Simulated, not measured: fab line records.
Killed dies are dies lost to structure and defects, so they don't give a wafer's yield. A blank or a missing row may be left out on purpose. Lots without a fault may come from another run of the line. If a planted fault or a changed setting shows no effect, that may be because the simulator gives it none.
Chamber matching	flow nandHarc	NHARC_A_STAIRCASE_TRIM_12 on rieDiel-02: 4 sister chambers
The step chemistry O2, time 211.2 s. 8 wafers are shown with their chamber, then 12 later ones without.

== WAFERS WITH THEIR CHAMBER ==
wafer	chamber	showerheadPlenumPTorr (Torr)	drypumpMotorCurrentA (A)
L081.2	0	3.43	6.1
L084.3	3	3.77	5.5
L084.5	3	3.77	5.6
L086.2	1	3.53	6.2
L086.6	2	3.33	6.1
L091.1	0	3.42	6.1
L091.5	2	3.32	6.2
L091.6	1	3.52	6.2

== WAFERS MISSING THEIR CHAMBER ==
wafer	showerheadPlenumPTorr (Torr)	drypumpMotorCurrentA (A)
L092.2	3.75	5.5
L092.5	3.75	5.5
L092.6	3.32	6.1
L095.1	3.41	6.1
L095.2	3.31	6.1
L095.4	3.51	6.3
L095.3	3.75	5.5
L095.5	3.75	5.6
L095.6	3.31	6.1
L094.2	3.75	5.6
L094.5	3.75	5.5
L094.6	3.41	6.1

== EACH ONE'S CHAMBER ==
wafer	from the rows above	in truth
L092.2	3	3
L092.5	3	3
L092.6	2	2
L095.1	0	0
L095.2	2	2
L095.4	1	1
L095.3	3	3
L095.5	3	3
L095.6	2	2
L094.2	3	3
L094.5	3	3
L094.6	0	0
Correct placement for 12 of the 12. Left unplaced by these rows: 0. Number placed wrongly: 0.
How it was worked out, from the rows above alone: a wafer's distance from a chamber is the root of the sum, over the readings, of the square of ((its reading less the chamber's mean) divided by the reading's scatter). The wafer belongs to the nearest chamber; if the next one is less than 2 further off, it can't be placed. Each chamber's mean is taken over the wafers shown for it. The scatter: take each reading less its chamber's mean, square it, sum over the shown wafers, divide by the number of wafers less the number of chambers, and take the root.
